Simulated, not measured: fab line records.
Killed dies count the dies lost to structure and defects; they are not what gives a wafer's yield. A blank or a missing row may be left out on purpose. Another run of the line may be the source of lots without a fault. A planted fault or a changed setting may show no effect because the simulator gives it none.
Which tool is to blame? / flow nand harc / 12 lots, 36 wafers sampled, at 4 steps of a route of 1302

## WHAT EACH GAUGE READ, for each wafer
NHARC_P_CONTACT_INSPECT_27.
lot=L607; measured=day 6 11:51; on=defect inspect-02; raw defect count=245 485 348
lot=L609; measured=day 7 11:09; on=defect inspect-02; raw defect count=165 178 277
lot=L612; measured=day 8 15:22; on=defect inspect-01; raw defect count=292 313 512
lot=L613; measured=day 9 07:22; on=defect inspect-01; raw defect count=267 199 164
lot=L614; measured=day 9 07:47; on=defect inspect-02; raw defect count=301 308 408
lot=L621; measured=day 12 04:44; on=defect inspect-02; raw defect count=169 148 286
lot=L622; measured=day 12 19:29; on=defect inspect-01; raw defect count=303 280 341
lot=L623; measured=day 13 03:28; on=defect inspect-01; raw defect count=466 392 455
lot=L625; measured=day 13 19:20; on=defect inspect-02; raw defect count=577 299 349
lot=L626; measured=day 14 07:54; on=defect inspect-01; raw defect count=332 470 275
lot=L628; measured=day 15 05:36; on=defect inspect-01; raw defect count=505 282 638
lot=L629; measured=day 15 17:01; on=defect inspect-02; raw defect count=348 500 273

## TOOL THAT RAN EACH LOT (tool first, then ch and the chambers of the sampled wafers, then the start)
lot=L607; NHARC_P_GATE_RTA_82=rtp anneal-01 ch 0, day 6 06:47; NHARC_P_CONTACT_CVD_23=cvd w-02 ch 0,1, day 6 10:47; NHARC_P_CONTACT_CMP_24=cmp-04 ch 1,2, day 6 11:28
lot=L609; NHARC_P_GATE_RTA_82=rtp anneal-02 ch 0, day 7 05:55; NHARC_P_CONTACT_CVD_23=cvd w-01 ch 0,1, day 7 10:07; NHARC_P_CONTACT_CMP_24=cmp-04 ch 0,1,2, day 7 10:48
lot=L612; NHARC_P_GATE_RTA_82=rtp anneal-01 ch 0, day 8 10:22; NHARC_P_CONTACT_CVD_23=cvd w-01 ch 0,1, day 8 14:34; NHARC_P_CONTACT_CMP_24=cmp-04 ch 0,1,3, day 8 15:02
lot=L613; NHARC_P_GATE_RTA_82=rtp anneal-02 ch 0, day 9 02:18; NHARC_P_CONTACT_CVD_23=cvd w-01 ch 0,1, day 9 06:19; NHARC_P_CONTACT_CMP_24=cmp-03 ch 0,1,2, day 9 06:58
lot=L614; NHARC_P_GATE_RTA_82=rtp anneal-02 ch 0, day 9 02:48; NHARC_P_CONTACT_CVD_23=cvd w-02 ch 0,1, day 9 07:00; NHARC_P_CONTACT_CMP_24=cmp-04 ch 0,1, day 9 07:25
lot=L621; NHARC_P_GATE_RTA_82=rtp anneal-02 ch 0, day 11 23:41; NHARC_P_CONTACT_CVD_23=cvd w-02 ch 0,1, day 12 03:47; NHARC_P_CONTACT_CMP_24=cmp-04 ch 0,2, day 12 04:20
lot=L622; NHARC_P_GATE_RTA_82=rtp anneal-02 ch 0, day 12 14:28; NHARC_P_CONTACT_CVD_23=cvd w-02 ch 0,1, day 12 18:37; NHARC_P_CONTACT_CMP_24=cmp-03 ch 1,2, day 12 19:07
lot=L623; NHARC_P_GATE_RTA_82=rtp anneal-01 ch 0, day 12 21:57; NHARC_P_CONTACT_CVD_23=cvd w-01 ch 0,1, day 13 02:25; NHARC_P_CONTACT_CMP_24=cmp-04 ch 1,2,3, day 13 03:04
lot=L625; NHARC_P_GATE_RTA_82=rtp anneal-02 ch 0, day 13 14:15; NHARC_P_CONTACT_CVD_23=cvd w-02 ch 0,1, day 13 18:16; NHARC_P_CONTACT_CMP_24=cmp-03 ch 0,1, day 13 18:56
lot=L626; NHARC_P_GATE_RTA_82=rtp anneal-02 ch 0, day 14 02:50; NHARC_P_CONTACT_CVD_23=cvd w-02 ch 0,1, day 14 06:51; NHARC_P_CONTACT_CMP_24=cmp-03 ch 0,1,2, day 14 07:30
lot=L628; NHARC_P_GATE_RTA_82=rtp anneal-01 ch 0, day 15 00:31; NHARC_P_CONTACT_CVD_23=cvd w-02 ch 1, day 15 04:32; NHARC_P_CONTACT_CMP_24=cmp-01 ch 2,3, day 15 05:12
lot=L629; NHARC_P_GATE_RTA_82=rtp anneal-01 ch 0, day 15 11:58; NHARC_P_CONTACT_CVD_23=cvd w-01 ch 0,1, day 15 16:04; NHARC_P_CONTACT_CMP_24=cmp-04 ch 0,2,3, day 15 16:40
- NHARC_P_GATE_RTA_82: time 30 s.
- NHARC_P_CONTACT_CVD_23: deposits W, target thk 200 nm, time 557 s.
- NHARC_P_CONTACT_CMP_24: polishes, t overpolish 30 s, target thk 200 nm.

## AS READ BY THE TOOLS THEMSELVES (means over the sampled wafers that have a number; for cases with no such wafer, the mark the record gives instead)
NHARC_P_GATE_RTA_82.
lot=L607; tool=rtp anneal-01; lamp power pct (%)=4.01; wafer_temp_C_max=454.1
lot=L609; tool=rtp anneal-02; lamp power pct (%)=3.63; wafer_temp_C_max=452.1
lot=L612; tool=rtp anneal-01; lamp power pct (%)=4.02; wafer_temp_C_max=453.8
lot=L613; tool=rtp anneal-02; lamp power pct (%)=3.63; wafer_temp_C_max=451.9
lot=L614; tool=rtp anneal-02; lamp power pct (%)=3.63; wafer_temp_C_max=452.1
lot=L621; tool=rtp anneal-02; lamp power pct (%)=3.63; wafer_temp_C_max=452.1
lot=L622; tool=rtp anneal-02; lamp power pct (%)=3.63; wafer_temp_C_max=452.3
lot=L623; tool=rtp anneal-01; lamp power pct (%)=4.01; wafer_temp_C_max=454.3
lot=L625; tool=rtp anneal-02; lamp power pct (%)=3.63; wafer_temp_C_max=452.1
lot=L626; tool=rtp anneal-02; lamp power pct (%)=3.62; wafer_temp_C_max=452.4
lot=L628; tool=rtp anneal-01; lamp power pct (%)=4.01; wafer_temp_C_max=453.7
lot=L629; tool=rtp anneal-01; lamp power pct (%)=4.01; wafer_temp_C_max=453.9

NHARC_P_CONTACT_CVD_23.
lot=L607; tool=cvd w-02; chamber pressure Torr (Torr)=39.99; heater power w (W)=448; throttle valve pct (%)=7.97
lot=L609; tool=cvd w-01; chamber pressure Torr (Torr)=40.02; heater power w (W)=504; throttle valve pct (%)=8.25
lot=L612; tool=cvd w-01; chamber pressure Torr (Torr)=40.05; heater power w (W)=502; throttle valve pct (%)=8.31
lot=L613; tool=cvd w-01; chamber pressure Torr (Torr)=39.93; heater power w (W)=503; throttle valve pct (%)=7.89
lot=L614; tool=cvd w-02; chamber pressure Torr (Torr)=39.99; heater power w (W)=479; throttle valve pct (%)=8.04
lot=L621; tool=cvd w-02; chamber pressure Torr (Torr)=39.96; heater power w (W)=480; throttle valve pct (%)=7.87
lot=L622; tool=cvd w-02; chamber pressure Torr (Torr)=39.99; heater power w (W)=485; throttle valve pct (%)=7.78
lot=L623; tool=cvd w-01; chamber pressure Torr (Torr)=40.03; heater power w (W)=504; throttle valve pct (%)=8.12
lot=L625; tool=cvd w-02; chamber pressure Torr (Torr)=40.00; heater power w (W)=475; throttle valve pct (%)=7.86
lot=L626; tool=cvd w-02; chamber pressure Torr (Torr)=39.92; heater power w (W)=478; throttle valve pct (%)=7.96
lot=L628; tool=cvd w-02; chamber pressure Torr (Torr)=40.06; heater power w (W)=415; throttle valve pct (%)=7.73
lot=L629; tool=cvd w-01; chamber pressure Torr (Torr)=40.04; heater power w (W)=517; throttle valve pct (%)=8.17

NHARC_P_CONTACT_CMP_24.
lot=L607; tool=cmp-04; motor current A (A)=11.5; overpolish run s (s)=30.003; slurry flow ml min=150.1; time to endpoint s (s)=41
lot=L609; tool=cmp-04; motor current A (A)=11.3; overpolish run s (s)=29.997; slurry flow ml min=150.0; time to endpoint s (s)=38
lot=L612; tool=cmp-04; motor current A (A)=12.3; overpolish run s (s)=29.998; slurry flow ml min=149.7; time to endpoint s (s)=32
lot=L613; tool=cmp-03; motor current A (A)=12.6; overpolish run s (s)=30.002; slurry flow ml min=149.7; time to endpoint s (s)=26
lot=L614; tool=cmp-04; motor current A (A)=11.7; overpolish run s (s)=30.005; slurry flow ml min=150.2; time to endpoint s (s)=42
lot=L621; tool=cmp-04; motor current A (A)=11.3; overpolish run s (s)=29.997; slurry flow ml min=149.3; time to endpoint s (s)=43
lot=L622; tool=cmp-03; motor current A (A)=11.8; overpolish run s (s)=29.998; slurry flow ml min=150.0; time to endpoint s (s)=43
lot=L623; tool=cmp-04; motor current A (A)=11.9; overpolish run s (s)=30.002; slurry flow ml min=150.0; time to endpoint s (s)=44
lot=L625; tool=cmp-03; motor current A (A)=13.5; overpolish run s (s)=29.997; slurry flow ml min=150.5; time to endpoint s (s)=43
lot=L626; tool=cmp-03; motor current A (A)=12.6; overpolish run s (s)=29.996; slurry flow ml min=150.4; time to endpoint s (s)=40
lot=L628; tool=cmp-01; motor current A (A)=12.5; overpolish run s (s)=29.994; slurry flow ml min=150.8; time to endpoint s (s)=38
lot=L629; tool=cmp-04; motor current A (A)=12.0; overpolish run s (s)=30.004; slurry flow ml min=150.3; time to endpoint s (s)=37

## THE ANSWER, worked out from the rows above alone
Rule: what is usual is taken from the lots themselves. Put in order of their means at a reading, lots are off if they are a third of the lots or fewer, leave a main group of 4 or more, and stand apart from it by a gap of 3 or more times the standard deviation of the main group's means; of several such gaps the widest counts. A main group whose means are all the same, to the digits that the tables above print for the reading, isn't used. Also off: a lot with no number at a reading for which 4 or more lots have one. Where the step has rows for the other lots, those lots are counted as sound. First the gauges in route order, then the tools' own readings, where a lot's mean is used as printed above. The first step at which some lot is off is used, and at that step the reading that is off furthest; a lot without a number counts as furthest.
No lot is off at any reading shown: from this, nothing can be told.

## WHAT WAS PUT IN BY THE SIMULATOR
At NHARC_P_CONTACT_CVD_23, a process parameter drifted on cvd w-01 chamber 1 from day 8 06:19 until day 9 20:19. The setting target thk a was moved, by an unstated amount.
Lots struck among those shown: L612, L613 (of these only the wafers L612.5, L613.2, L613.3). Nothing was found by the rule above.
